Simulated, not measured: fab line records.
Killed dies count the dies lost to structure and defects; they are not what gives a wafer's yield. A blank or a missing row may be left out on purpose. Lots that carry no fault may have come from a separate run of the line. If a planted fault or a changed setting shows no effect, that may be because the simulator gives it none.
fab line records ; flow nand-harc
record lots=12; wafers=36; last-day=33
route steps=1302 shown P_M1@302 P_M2@323 END@1302
lots with no fault: from the same line, run without faults
start-h: hours from the record's first day to the start of the lot's first wafer shown ; wait-h: time in hours since the lot's previous step ; " repeats the value in the row above ; L1.1+2: several wafers, shown together as one row ; - no value, or no start was given ; * or withheld: withheld ; < > ~ a bound
route shown NAME@n: names a module that has steps shown in the file, with the first one's number in the route ; usual: the fault-free wafers' mean and standard deviation ; same: alike in all rows ; chamber/n: place in a boat ; sites: each site's reading ; _std_site: their standard deviation ; _edge_site: outer sites' mean less inner sites' ; radius-mm: for every site, how far away it sits from the centre of the wafer ; mask NAME#n: copy n ; behind: tool/chamber where the wafer was last shaped ; hold: cause of the lot's hold/its duration in hours/its outcome ; device: names the non-switching transistor (n, p or np) ; end of line: tests run on the same wafers once the route is complete ; a step given without rows: its recipe and nothing more ; killed: not the wafer's yield, but the dies lost to structure and defects at the first sort ; map: dies across one wafer; x = killed, . = not, _ = none there
set.NAME: the setting as run; set.NAME@STEP: as run at that earlier step ; model.NAME: the simulator's own value behind a step, which no gauge read
the route's steps for a sample of lots (tables are steps, rows are wafers)
services: a tool's chamber out of use, with start hour (start-h, from the record's first day; less than 0 if before it), hours out, and reason
## steps
# step NHARC_P_M1_STRIP_18
# recipe power-w=1000; n2-flow-sccm=150; h2-flow-sccm=150; ar-flow-sccm=0; bias-w=0; chemistry=N2/H2
# usual drypump-motor-current-A=5.5/0.5; oes-product-au=1.001/0.0088; rf-vpp-V=90.8/1.1; showerhead-plenum-p-Torr=2.06/0.098; throttle-valve-pct=14.171/0.0092
lot.wafer;tool;chamber;start-h;wait-h;drypump-motor-current-A;oes-product-au;rf-hours-counter-h;rf-vpp-V;showerhead-plenum-p-Torr;throttle-valve-pct
L153.2;rie-diel-03;2;134.52;0.1;6.6;1.003;2;91.8;2.14;14.182
L153.1;rie-diel-03;3;134.52;0.1;4.9;0.980;1;91.4;2.08;14.164
L153.3;rie-diel-03;0;134.52;0.1;5.5;1.003;2;89.5;2.00;14.185
L154.2;rie-diel-08;1;150.84;0.1;5.6;0.991;57;88.9;1.89;14.152
L154.4;rie-diel-08;2;150.84;0.1;5.5;0.999;48;92.7;2.05;14.184
L154.6;rie-diel-08;2;150.84;0.1;5.6;1.009;-;90.9;2.05;14.180
L159.3;rie-diel-08;2;185.88;0.1;5.6;0.994;60;90.0;2.04;14.175
L159.4;rie-diel-08;1;185.88;0.1;5.6;0.992;69;89.0;1.89;14.159
L159.5;rie-diel-08;2;185.88;0.1;5.6;0.992;-;90.6;2.04;14.161
L162.1;rie-diel-03;2;220.34;0.1;6.6;0.991;9;92.4;2.14;14.171
L162.5;rie-diel-03;2;220.34;0.1;6.6;0.994;-;90.0;2.14;14.176
L162.6;rie-diel-03;3;220.34;0.1;4.9;0.999;-;91.9;2.07;14.168
L163.1;rie-diel-03;3;223.51;0.1;4.9;0.998;9;90.1;2.07;14.175
L163.3;rie-diel-03;0;223.51;0.1;5.4;0.996;9;89.4;2.00;14.176
L163.6;rie-diel-03;3;223.51;0.1;4.9;1.002;-;91.1;2.07;14.176
L164.4;rie-diel-03;1;231.32;0.1;4.9;0.996;11;91.2;1.98;14.190
L164.3;rie-diel-03;2;231.32;0.1;6.6;1.008;10;91.7;2.14;14.162
L164.6;rie-diel-03;1;231.32;0.1;4.9;0.989;-;89.7;1.98;14.168
L169.1;rie-diel-06;3;285.58;0.1;5.9;0.990;8;91.6;2.16;14.165
L169.4;rie-diel-06;0;285.58;0.1;5.5;0.990;9;91.1;2.11;14.161
L169.3;rie-diel-06;2;285.58;0.1;5.0;1.005;9;90.8;1.90;14.182
L171.2;rie-diel-03;2;308.87;0.1;6.6;0.996;1;90.9;2.14;14.159
L171.1;rie-diel-03;3;308.87;0.1;4.9;0.994;2;90.7;2.07;14.170
L171.4;rie-diel-03;0;308.87;0.1;5.4;0.991;2;91.2;1.99;14.166
L172.1;rie-diel-08;0;315.95;0.1;5.5;1.012;37;89.3;1.97;14.167
L172.3;rie-diel-08;2;315.95;0.1;5.6;0.998;39;92.5;2.03;14.181
L172.5;rie-diel-08;1;315.95;0.1;5.6;1.010;-;91.9;2.21;14.164
L174.2;rie-diel-08;0;334.33;0.1;5.6;0.999;44;91.2;1.97;14.185
L174.4;rie-diel-08;2;334.33;0.1;5.6;0.991;43;90.3;2.03;14.162
L174.5;rie-diel-08;0;334.33;0.1;5.6;1.005;-;90.2;1.97;14.158
L175.4;rie-diel-06;0;347.32;0.1;5.5;0.989;1;91.7;2.11;14.176
L175.6;rie-diel-06;2;347.32;0.1;5.0;0.998;-;87.3;1.90;14.166
L175.5;rie-diel-06;3;347.32;0.1;5.9;0.990;-;91.5;2.16;14.183
L176.3;rie-diel-06;2;354.75;0.1;5.0;1.001;2;91.1;1.90;14.171
L176.4;rie-diel-06;3;354.75;0.1;5.9;0.999;2;90.5;2.16;14.171
L176.2;rie-diel-06;1;354.75;0.1;5.6;1.004;1;92.2;2.19;14.172
# step NHARC_P_M1_CMP_23
# recipe t-overpolish-s=20; target-thk-nm=157.82
# usual motor-current-A=12.1/1.1; time-to-endpoint-s=28.3/3
lot.wafer;tool;chamber;start-h;wait-h;motor-current-A;time-to-endpoint-s
L153.1;cmp-03;1;136.27;-;13.4;27.4
L153.2;cmp-03;2;136.27;-;13.2;31.6
L153.3;cmp-03;0;136.27;-;11.9;28.2
L154.2;cmp-03;0;152.62;-;12.3;25.8
L154.4;cmp-03;1;152.62;-;13.4;28.0
L154.6;cmp-03;3;152.62;-;10.2;20.8
L159.4;cmp-04;3;187.60;-;9.8;27.7
L159.3;cmp-04;0;187.60;-;12.2;30.9
L159.5;cmp-04;0;187.60;-;12.1;32.8
L162.1;cmp-03;3;222.09;-;10.1;24.3
L162.5;cmp-03;2;222.09;-;13.1;28.8
L162.6;cmp-03;3;222.09;-;10.3;25.5
L163.3;cmp-02;3;225.23;-;12.1;25.8
L163.1;cmp-02;1;225.23;-;13.1;28.6
L163.6;cmp-02;3;225.23;-;12.0;26.1
L164.4;cmp-04;0;233.11;-;11.9;27.3
L164.3;cmp-04;1;233.11;-;11.6;29.4
L164.6;cmp-04;2;233.11;-;13.2;25.1
L169.1;cmp-02;3;287.72;-;11.8;26.6
L169.4;cmp-02;0;287.72;-;12.6;32.8
L169.3;cmp-02;2;287.72;-;12.8;28.1
L171.2;cmp-03;1;310.60;-;14.0;30.6
L171.4;cmp-03;2;310.60;-;12.4;29.6
L171.1;cmp-03;3;310.60;-;9.5;23.6
L172.1;cmp-02;2;317.84;-;12.4;31.5
L172.3;cmp-02;3;317.84;-;11.6;27.5
L172.5;cmp-02;1;317.84;-;12.8;30.1
L174.4;cmp-03;2;336.03;-;12.8;27.0
L174.2;cmp-03;3;336.03;-;10.3;21.6
L174.5;cmp-03;2;336.03;-;12.6;27.7
L175.4;cmp-03;3;349.10;-;10.3;26.6
L175.5;cmp-03;0;349.10;-;11.8;32.3
L175.6;cmp-03;1;349.10;-;13.2;29.9
L176.3;cmp-03;3;356.46;-;10.3;23.6
L176.2;cmp-03;0;356.46;-;11.8;27.2
L176.4;cmp-03;1;356.46;-;13.6;30.1
# step NHARC_P_M2_SOFTBAKE_04
# recipe temp-c=105; time-s=55
# usual heater-power-total-W=188.47/0.15
lot.wafer;tool;chamber;start-h;wait-h;heater-power-total-W
L153.1;litho-track-01;0;137;-;188.30
L153.2;litho-track-01;0;137;-;188.71
L153.3;litho-track-01;0;137;-;188.67
L154.2;litho-track-04;0;154;-;188.35
L154.4;litho-track-04;0;154;-;188.58
L154.6;litho-track-04;0;154;-;188.41
L159.3;litho-track-06;0;189;-;188.79
L159.4;litho-track-06;0;189;-;188.42
L159.5;litho-track-06;0;189;-;188.62
L162.1;litho-track-04;0;223;-;188.33
L162.5;litho-track-04;0;223;-;188.36
L162.6;litho-track-04;0;223;-;188.47
L163.1;litho-track-06;0;226;-;188.46
L163.3;litho-track-06;0;226;-;188.37
L163.6;litho-track-06;0;226;-;188.33
L164.3;litho-track-01;0;234;-;188.37
L164.4;litho-track-01;0;234;-;188.46
L164.6;litho-track-01;0;234;-;188.74
L169.1;litho-track-06;0;289;-;323.49
L169.3;litho-track-06;0;289;-;322.97
L169.4;litho-track-06;0;289;-;322.96
L171.1;litho-track-06;0;311;-;323.08
L171.2;litho-track-06;0;311;-;323.00
L171.4;litho-track-06;0;311;-;323.72
L172.1;litho-track-06;0;319;-;323.80
L172.3;litho-track-06;0;319;-;322.89
L172.5;litho-track-06;0;319;-;323.06
L174.2;litho-track-04;0;337;-;188.64
L174.4;litho-track-04;0;337;-;188.30
L174.5;litho-track-04;0;337;-;188.45
L175.4;litho-track-01;0;350;-;188.71
L175.5;litho-track-01;0;350;-;188.40
L175.6;litho-track-01;0;350;-;188.32
L176.2;litho-track-01;0;357;-;188.28
L176.3;litho-track-01;0;357;-;188.31
L176.4;litho-track-01;0;357;-;188.60
# step NHARC_P_M2_ETCH_35
# recipe target-depth-a=400; overetch-a=120; time-s=43.94; ion-energy-ev=200; n2-flow-sccm=150; h2-flow-sccm=150; ar-flow-sccm=0; rf-w=400; bias-w=150; chemistry=N2/H2
# usual drypump-motor-current-A=5.5/0.41; oes-product-au=1.005/0.011; rf-vpp-V=430.9/2; showerhead-plenum-p-Torr=2.06/0.065; throttle-valve-pct=14.173/0.0094
lot.wafer;tool;chamber;start-h;wait-h;drypump-motor-current-A;oes-product-au;rf-hours-counter-h;rf-vpp-V;showerhead-plenum-p-Torr;throttle-valve-pct
L153.3;rie-diel-12;0;138.41;0.1;5.2;1.009;1.6;433.5;2.12;14.189
L153.2;rie-diel-12;1;138.41;0.1;6.0;1.015;1.5;430.2;2.07;14.161
L153.1;rie-diel-12;2;138.41;0.1;5.3;1.020;1.3;428.1;1.98;14.175
L154.4;rie-diel-10;0;154.70;0.1;5.4;0.987;3.9;426.7;1.91;14.180
L154.2;rie-diel-10;2;154.70;0.1;5.4;0.998;4.5;434.2;2.15;14.182
L154.6;rie-diel-10;1;154.70;0.1;5.2;0.979;-;429.1;2.00;14.169
L159.3;rie-diel-12;1;189.65;0.1;6.0;1.022;4.5;431.9;2.07;14.165
L159.4;rie-diel-12;2;189.65;0.1;5.3;1.028;4.8;427.3;1.97;14.168
L159.5;rie-diel-12;0;189.65;0.1;5.1;1.011;-;432.2;2.12;14.166
L162.1;rie-diel-12;2;224.08;0.1;5.3;1.026;6.6;428.9;1.97;14.177
L162.6;rie-diel-12;0;224.08;0.1;5.2;1.012;-;431.7;2.12;14.183
L162.5;rie-diel-12;1;224.08;0.1;6.0;1.014;-;432.2;2.07;14.173
L163.3;rie-diel-12;1;227.34;0.1;6.0;1.008;6.3;431.8;2.07;14.183
L163.1;rie-diel-12;2;227.34;0.1;5.4;1.014;6.7;429.6;1.97;14.167
L163.6;rie-diel-12;0;227.34;0.1;5.1;1.011;-;431.8;2.12;14.169
L164.3;rie-diel-12;2;235.33;0.1;5.3;1.007;7.5;428.1;1.97;14.191
L164.4;rie-diel-12;1;235.33;0.1;5.9;0.999;6.9;430.1;2.07;14.156
L164.6;rie-diel-12;2;235.33;0.1;5.3;1.017;-;429.0;1.97;14.170
L169.1;rie-diel-12;0;289.89;0.1;5.1;1.004;0.9;430.1;2.12;14.191
L169.3;rie-diel-12;1;289.89;0.1;6.0;1.010;1.0;432.5;2.07;14.192
L169.4;rie-diel-12;2;289.89;0.1;5.4;1.006;1.1;428.0;1.97;14.190
L171.4;rie-diel-10;1;312.57;0.1;5.3;0.997;1.9;430.3;2.00;14.176
L171.1;rie-diel-10;2;312.57;0.1;5.4;1.012;1.7;434.2;2.15;14.173
L171.2;rie-diel-10;3;312.57;0.1;6.0;0.994;2.1;433.1;2.15;14.161
L172.1;rie-diel-12;3;319.95;0.1;5.1;0.993;2.7;432.2;2.08;14.179
L172.3;rie-diel-12;1;319.95;0.1;6.0;1.019;2.4;431.5;2.07;14.166
L172.5;rie-diel-12;3;319.95;0.1;5.1;0.994;-;433.0;2.08;14.188
L174.2;rie-diel-04;3;338.18;0.1;5.9;0.989;10.0;430.7;2.03;14.171
L174.4;rie-diel-04;1;338.18;0.1;5.0;1.008;8.9;426.4;1.95;14.159
L174.5;rie-diel-04;3;338.18;0.1;5.8;0.992;-;430.1;2.03;14.176
L175.4;rie-diel-04;3;351.05;0.1;5.9;0.997;11.3;430.8;2.03;14.164
L175.5;rie-diel-04;0;351.05;0.1;5.9;1.005;-;430.4;2.01;14.180
L175.6;rie-diel-04;1;351.05;0.1;5.0;1.004;-;426.8;1.95;14.176
L176.4;rie-diel-12;3;358.60;0.1;5.1;0.987;3.5;432.5;2.08;14.176
L176.3;rie-diel-12;0;358.60;0.1;5.1;1.007;4.1;432.1;2.12;14.167
L176.2;rie-diel-12;1;358.60;0.1;6.0;0.996;4.1;431.9;2.07;14.179
# step NHARC_END_SORT_01
# recipe temp-c=25
# usual defect-limited-yield=91/3.4; killed-at-array=55/23; killed-at-other=1.0/1.2; killed-at-periphery=3.2/2.7; killed-dies=59/23; killed-open=3.1/1.6; killed-short=2.2/1.5
# same gross-dies=677
lot.wafer;tool;chamber;start-h;wait-h;defect-limited-yield[%];killed-at-array;killed-at-other;killed-at-periphery;killed-dies;killed-open;killed-short
L153.1;prober-01;0;573.96;2.5;94;41;0;0;41;4;3
L153.2;prober-01;0;574.76;2.8;94;41;0;3;44;5;1
L153.3;prober-01;0;575.56;3.1;93;41;0;4;45;4;3
L154.2;prober-02;0;576.25;2.8;83;112;0;3;115;4;1
L154.4;prober-02;0;577.83;3.4;83;116;0;1;117;2;1
L154.6;prober-02;0;579.41;4.0;82;117;3;2;122;5;2
L163.1;prober-02;0;649.63;2.5;86;89;4;4;97;6;3
L163.3;prober-02;0;651.25;3.1;88;73;4;2;79;2;2
L163.6;prober-02;0;653.68;4.1;89;69;4;2;75;1;5
L164.3;prober-02;0;674.99;3.1;84;100;3;3;106;5;1
L164.4;prober-02;0;675.79;3.4;87;86;2;2;90;6;2
L164.6;prober-02;0;677.38;4.0;85;96;2;2;100;3;0
L169.1;prober-01;0;734.98;2.5;90;63;0;8;71;3;4
L169.3;prober-01;0;736.58;3.1;89;69;1;2;72;3;3
L169.4;prober-01;0;737.38;3.4;88;76;0;3;79;2;3
L172.1;prober-01;0;752.11;2.5;88;82;0;1;83;5;3
L172.3;prober-01;0;753.74;3.1;88;78;0;1;79;3;1
L172.5;prober-01;0;755.37;3.8;88;76;0;4;80;3;1
L171.1;prober-01;0;761.75;2.5;87;84;0;3;87;3;2
L171.2;prober-01;0;762.54;2.8;88;81;1;1;83;3;0
L171.4;prober-01;0;764.13;3.4;90;65;0;0;65;2;2
L175.4;prober-02;0;782.38;3.4;94;41;1;1;43;2;2
L175.5;prober-02;0;783.18;3.7;92;47;4;3;54;4;2
L175.6;prober-02;0;783.98;4.0;91;55;2;1;58;1;4
# killed by level:class
L153.1 A_SLIT:chamber-film-flake=19 A_CHANNEL_HOLE_D2:chamber-film-flake=5 A_STAIRCASE:chamber-film-flake=4 A_CONTACT:chamber-film-flake=3 A_ONON_D1:geometric-particle:open=1 A_ONON_D1:geometric-particle:short=1 A_CHANNEL_FILL_D1:geometric-particle:open=1 A_ONON_D2:geometric-particle:short=1
L153.2 A_SLIT:chamber-film-flake=24 A_CHANNEL_HOLE_D2:chamber-film-flake=6 A_CONTACT:chamber-film-flake=3 P_CONTACT:geometric-particle:open=1 A_ONON_D1:geometric-particle:short=1 A_ONON_D1:geometric-particle:open=1 A_DECK1_JOINT:geometric-particle:open=1 A_ONON_D2:geometric-particle:open=1
L153.3 A_SLIT:chamber-film-flake=23 A_CHANNEL_HOLE_D2:chamber-film-flake=6 P_CONTACT:chamber-film-flake=3 A_CONTACT:chamber-film-flake=2 P_CONTACT:geometric-particle:open=1 A_ONON_D1:geometric-particle:short=1 A_CHANNEL_FILL_D1:geometric-particle:open=1 A_DECK1_JOINT:geometric-particle:short=1
L154.2 A_CHANNEL_HOLE_D1:chamber-film-flake=34 A_CHANNEL_HOLE_D2:chamber-film-flake=33 A_SLIT:chamber-film-flake=20 A_STAIRCASE:chamber-film-flake=8 A_CONTACT:chamber-film-flake=4 A_CHANNEL_FILL_D2:chamber-film-flake=3 P_STI:chamber-film-flake=2 A_SGD_CUT:chamber-film-flake=2
L154.4 A_CHANNEL_HOLE_D2:chamber-film-flake=37 A_CHANNEL_HOLE_D1:chamber-film-flake=33 A_SLIT:chamber-film-flake=24 A_STAIRCASE:chamber-film-flake=11 A_CONTACT:chamber-film-flake=3 A_CHANNEL_FILL_D2:chamber-film-flake=3 P_M1:geometric-particle:open=1 A_SGD_CUT:geometric-particle:open=1
L154.6 A_CHANNEL_HOLE_D1:chamber-film-flake=34 A_CHANNEL_HOLE_D2:chamber-film-flake=34 A_SLIT:chamber-film-flake=22 A_STAIRCASE:chamber-film-flake=12 A_CHANNEL_FILL_D2:chamber-film-flake=3 A_CONTACT:chamber-film-flake=3 THIN_TSV:chamber-film-flake=3 P_CONTACT:geometric-particle:open=1
L163.1 A_CHANNEL_HOLE_D1:chamber-film-flake=31 A_SLIT:chamber-film-flake=27 A_CHANNEL_HOLE_D2:chamber-film-flake=13 A_CHANNEL_FILL_D1:chamber-film-flake=4 A_CONTACT:chamber-film-flake=4 THIN_TSV:chamber-film-flake=4 A_WL_FILL:chamber-film-flake=2 P_GATE:geometric-particle:open=1
L163.3 A_SLIT:chamber-film-flake=26 A_CHANNEL_HOLE_D1:chamber-film-flake=22 A_CHANNEL_HOLE_D2:chamber-film-flake=12 A_CONTACT:chamber-film-flake=4 THIN_TSV:chamber-film-flake=4 A_WL_FILL:chamber-film-flake=3 A_M0:geometric-particle:short=2 P_STI:chamber-film-flake=2
L163.6 A_CHANNEL_HOLE_D1:chamber-film-flake=32 A_SLIT:chamber-film-flake=17 A_CHANNEL_HOLE_D2:chamber-film-flake=10 THIN_TSV:chamber-film-flake=3 A_ONON_D1:geometric-particle:short=2 P_GATE:chamber-film-flake=2 A_WL_FILL:chamber-film-flake=2 A_CHANNEL_FILL_D2:geometric-particle:short=1
L164.3 A_CHANNEL_HOLE_D1:chamber-film-flake=32 A_SLIT:chamber-film-flake=29 A_CHANNEL_HOLE_D2:chamber-film-flake=18 A_CONTACT:chamber-film-flake=6 A_M0:chamber-film-flake=4 P_M0:geometric-particle:open=2 A_CHANNEL_FILL_D2:chamber-film-flake=2 A_STAIRCASE:chamber-film-flake=2
L164.4 A_CHANNEL_HOLE_D1:chamber-film-flake=27 A_SLIT:chamber-film-flake=26 A_CHANNEL_HOLE_D2:chamber-film-flake=19 A_M0:chamber-film-flake=4 A_ONON_D2:geometric-particle:short=2 A_WL_FILL:chamber-film-flake=2 P_GATE:geometric-particle:open=1 A_ONON_D2:geometric-particle:open=1
L164.6 A_SLIT:chamber-film-flake=33 A_CHANNEL_HOLE_D1:chamber-film-flake=29 A_CHANNEL_HOLE_D2:chamber-film-flake=17 A_M0:chamber-film-flake=9 A_CONTACT:chamber-film-flake=3 A_CONTACT:geometric-particle:open=2 P_M0:geometric-particle:open=1 P_GATE:chamber-film-flake=1
L169.1 A_CHANNEL_HOLE_D1:chamber-film-flake=28 A_SLIT:chamber-film-flake=21 A_CONTACT:chamber-film-flake=5 P_GATE:chamber-film-flake=3 P_M2:geometric-particle:short=2 P_STI:chamber-film-flake=2 A_DECK1_JOINT:chamber-film-flake=2 A_STAIRCASE:chamber-film-flake=2
L169.3 A_CHANNEL_HOLE_D1:chamber-film-flake=28 A_SLIT:chamber-film-flake=26 A_CONTACT:chamber-film-flake=7 A_ONON_D2:geometric-particle:open=2 A_CHANNEL_HOLE_D2:chamber-film-flake=2 A_DECK1_JOINT:geometric-particle:short=1 A_WL_FILL:geometric-particle:short=1 A_WL_FILL:geometric-particle:open=1
L169.4 A_CHANNEL_HOLE_D1:chamber-film-flake=31 A_SLIT:chamber-film-flake=29 A_CONTACT:chamber-film-flake=9 A_STAIRCASE:chamber-film-flake=4 P_GATE:geometric-particle:open=1 P_CONTACT:geometric-particle:short=1 A_ONON_D1:geometric-particle:short=1 A_CHANNEL_FILL_D2:geometric-particle:open=1
L172.1 A_CHANNEL_HOLE_D1:chamber-film-flake=29 A_CHANNEL_HOLE_D2:chamber-film-flake=23 A_CONTACT:chamber-film-flake=8 A_STAIRCASE:chamber-film-flake=7 A_SLIT:chamber-film-flake=4 A_DECK1_JOINT:geometric-particle:open=2 A_BONDPAD:chamber-film-flake=2 A_ONON_D1:geometric-particle:open=1
L172.3 A_CHANNEL_HOLE_D1:chamber-film-flake=26 A_CHANNEL_HOLE_D2:chamber-film-flake=24 A_STAIRCASE:chamber-film-flake=7 A_CONTACT:chamber-film-flake=6 A_SLIT:chamber-film-flake=6 A_CHANNEL_FILL_D2:chamber-film-flake=3 A_BONDPAD:chamber-film-flake=2 A_ONON_D1:geometric-particle:open=1
L172.5 A_CHANNEL_HOLE_D1:chamber-film-flake=34 A_CHANNEL_HOLE_D2:chamber-film-flake=21 A_STAIRCASE:chamber-film-flake=6 A_SLIT:chamber-film-flake=6 A_CONTACT:chamber-film-flake=4 A_DECK1_JOINT:chamber-film-flake=2 P_CONTACT:geometric-particle:open=1 P_M0:geometric-particle:open=1
L171.1 A_CHANNEL_HOLE_D1:chamber-film-flake=37 A_CHANNEL_HOLE_D2:chamber-film-flake=26 A_SLIT:chamber-film-flake=6 A_CONTACT:chamber-film-flake=6 A_STAIRCASE:chamber-film-flake=3 A_CHANNEL_FILL_D2:geometric-particle:open=2 P_CONTACT:geometric-particle:short=1 P_CONTACT:geometric-particle:open=1
L171.2 A_CHANNEL_HOLE_D1:chamber-film-flake=38 A_CHANNEL_HOLE_D2:chamber-film-flake=24 A_STAIRCASE:chamber-film-flake=5 A_CONTACT:chamber-film-flake=5 A_SLIT:chamber-film-flake=5 A_CHANNEL_FILL_D2:geometric-particle:open=2 A_M0:geometric-particle:open=1 P_GATE:chamber-film-flake=1
L171.4 A_CHANNEL_HOLE_D1:chamber-film-flake=29 A_CHANNEL_HOLE_D2:chamber-film-flake=15 A_SLIT:chamber-film-flake=6 A_STAIRCASE:chamber-film-flake=5 A_CONTACT:chamber-film-flake=3 A_CHANNEL_FILL_D1:chamber-film-flake=2 A_ONON_D1:geometric-particle:open=1 A_DECK1_JOINT:geometric-particle:short=1
L175.4 A_SLIT:chamber-film-flake=14 A_CHANNEL_HOLE_D2:chamber-film-flake=12 A_CONTACT:chamber-film-flake=4 A_STAIRCASE:chamber-film-flake=3 A_ZERO_WELL:chamber-film-flake=2 A_CHANNEL_FILL_D1:chamber-film-flake=2 A_ONON_D1:geometric-particle:open=1 A_ONON_D1:geometric-particle:short=1
L175.5 A_CHANNEL_HOLE_D2:chamber-film-flake=20 A_SLIT:chamber-film-flake=13 THIN_TSV:chamber-film-flake=4 A_STAIRCASE:chamber-film-flake=3 A_BLC:geometric-particle:open=2 A_CHANNEL_HOLE_D1:chamber-film-flake=2 A_CHANNEL_FILL_D1:chamber-film-flake=2 P_GATE:geometric-particle:short=1
L175.6 A_CHANNEL_HOLE_D2:chamber-film-flake=21 A_SLIT:chamber-film-flake=19 A_CHANNEL_HOLE_D1:chamber-film-flake=3 A_STAIRCASE:chamber-film-flake=3 A_CONTACT:chamber-film-flake=3 A_CHANNEL_FILL_D2:geometric-particle:short=2 A_ZERO_WELL:chamber-film-flake=2 THIN_TSV:chamber-film-flake=2
## services
tool;chamber;start-h;hours;kind
rie-diel-03;-;126.34;0.7;repair
rie-diel-06;-;130.20;9.0;pm
cmp-02;-;134.50;4.0;pm
rie-diel-08;1;139.93;4.3;repair
rie-diel-12;3;144.69;1.3;repair
litho-track-01;-;155.00;7.0;pm
cmp-03;-;162.46;4.0;pm
rie-diel-12;1;162.74;2.5;repair
rie-diel-03;2;164.24;6.0;repair
rie-diel-03;-;171.30;0.6;repair
rie-diel-06;1;178.72;3.1;repair
litho-track-06;-;179.00;7.0;pm
rie-diel-08;1;189.45;2.6;repair
cmp-02;-;189.95;4.5;repair
rie-diel-08;-;190.84;9.0;pm
cmp-03;-;201.07;0.5;repair
rie-diel-12;3;242.47;6.3;repair
cmp-03;-;260.46;4.0;pm
rie-diel-12;-;268.43;9.0;pm
rie-diel-03;-;281.62;9.0;pm
rie-diel-12;3;327.95;7.1;repair
litho-track-01;-;330.00;7.0;pm
litho-track-06;-;354.00;7.0;pm
cmp-03;-;358.46;4.0;pm
## key
first-sign step=NHARC_P_M2_SOFTBAKE_04; reading=heater-power-total-W; direction=up; sigmas=99+; usual=*; struck=*
effect none on later readings
met-at NHARC_P_M2_SOFTBAKE_04
struck-lots L169,L171,L172
loop-trim step=NHARC_P_M2_EXPOSE_06; setting=dose; lots=L171
not-acting-at NHARC_P_M1_STRIP_18,NHARC_P_M1_CMP_23,NHARC_P_M2_ETCH_35
onset-between 226 289
fault kind=process-parameter-drift; tool=litho-track-06; chamber=-; onset-h=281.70; steps=NHARC_P_M2_SOFTBAKE_04; channel=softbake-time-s; offset=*; shape=step; end-h=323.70; acts-in=*; stated=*
# loop-trim: a control loop set the setting to another value than it would have without faults
